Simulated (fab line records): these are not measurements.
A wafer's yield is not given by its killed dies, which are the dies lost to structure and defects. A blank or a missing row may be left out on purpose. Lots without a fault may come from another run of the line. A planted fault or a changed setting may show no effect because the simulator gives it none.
The tool behind it: which one? | flow n5_finfet | Sampling: 9 lots, 25 wafers, 4 of 1938 route steps

== WHAT THE GAUGES READ, wafer by wafer ==
N5_BEOL_M0_SAQP_CD_MEAS_40: the cd target is 30 nm.
lot  | measured     | on        | cd_nm (nm)
L981 | day 6 10:21  | cd_sem-03 | 30.39 29.62 29.90
L982 | day 6 14:47  | cd_sem-03 | 30.18 30.01 29.75
L984 | day 7 05:01  | cd_sem-03 | 29.68 29.84 29.49
L987 | day 7 17:49  | cd_sem-03 | 30.04 29.73 30.21
L989 | day 8 12:58  | cd_sem-02 | 29.74 30.06 30.04
L995 | day 11 09:21 | cd_sem-01 | 30.26 30.30
L999 | day 11 12:10 | cd_sem-02 | 30.00 29.75 29.52
L996 | day 11 13:21 | cd_sem-02 | 30.22 29.90 29.97
L101 | day 12 01:30 | cd_sem-02 | 30.24 30.50

== EACH LOT AND THE TOOL THAT RAN IT (in order: tool; ch and the chambers of the sampled wafers; start) ==
lot  | N5_BEOL_M0_SAQP_HM_DEP_111      | N5_BEOL_M0_SAQP_ETCH_107           | N5_BEOL_M0_SAQP_MANDREL2_REMOVE_110
L981 | pecvd-04 ch 1,2, day 6 06:08    | rie_diel-02 ch 0,2,3, day 6 08:53  | rie_si-03 ch 1,2, day 6 09:49
L982 | pecvd-04 ch 0,1,2, day 6 09:31  | rie_diel-03 ch 0,2,3, day 6 13:20  | rie_si-03 ch 0,1,3, day 6 14:13
L984 | pecvd-04 ch 0,1,2, day 7 00:10  | rie_diel-02 ch 2,3, day 7 03:42    | rie_si-02 ch 0,1,2, day 7 04:35
L987 | pecvd-01 ch 0,1, day 7 12:47    | rie_diel-02 ch 0,3, day 7 16:31    | rie_si-03 ch 0,2,3, day 7 17:24
L989 | pecvd-01 ch 0,1,2, day 8 08:01  | rie_diel-02 ch 0,1,2, day 8 11:28  | rie_si-02 ch 0,1,3, day 8 12:32
L995 | pecvd-02 ch 1,2, day 11 03:33   | rie_diel-02 ch 0,1, day 11 08:01   | rie_si-03 ch 0,3, day 11 08:56
L999 | pecvd-01 ch 0,2, day 11 07:11   | rie_diel-03 ch 0,2,3, day 11 10:46 | rie_si-02 ch 1,2,3, day 11 11:45
L996 | pecvd-04 ch 0,1,2, day 11 08:43 | rie_diel-02 ch 0,1,3, day 11 11:37 | rie_si-02 ch 1,2,3, day 11 12:49
L101 | pecvd-02 ch 0,1, day 11 17:43   | rie_diel-01 ch 0,1, day 12 00:04   | rie_si-02 ch 0,2, day 12 00:57
- N5_BEOL_M0_SAQP_HM_DEP_111: deposits SiO2 from SiH4/N2O, target thk 12 nm, time 7.2 s.
- N5_BEOL_M0_SAQP_ETCH_107: etches SiNx in CH3F/O2, target depth 30 nm.
- N5_BEOL_M0_SAQP_MANDREL2_REMOVE_110: chemistry HBr/Cl2/O2, target a-Si, stops on SiCN, bt time 10 s.

== THE ANSWER, worked out from the rows above alone ==
Rule: usual is defined by the lots themselves. Put in order of their means at a reading, lots are off if they are a third of the lots or fewer, leave a main group of 4 or more, and stand apart from it by a gap of 3 or more times the standard deviation of the main group's means; of several such gaps the widest counts. Not used: any main group whose means are identical at the precision the tables above print for the reading. A lot without any number at a reading at which 4 lots or more have one is off too. Any other lot the step has rows for is counted as sound.
No lot is off on any of the readings shown, so nothing can be concluded from this.

== WHAT WAS PUT IN BY THE SIMULATOR ==
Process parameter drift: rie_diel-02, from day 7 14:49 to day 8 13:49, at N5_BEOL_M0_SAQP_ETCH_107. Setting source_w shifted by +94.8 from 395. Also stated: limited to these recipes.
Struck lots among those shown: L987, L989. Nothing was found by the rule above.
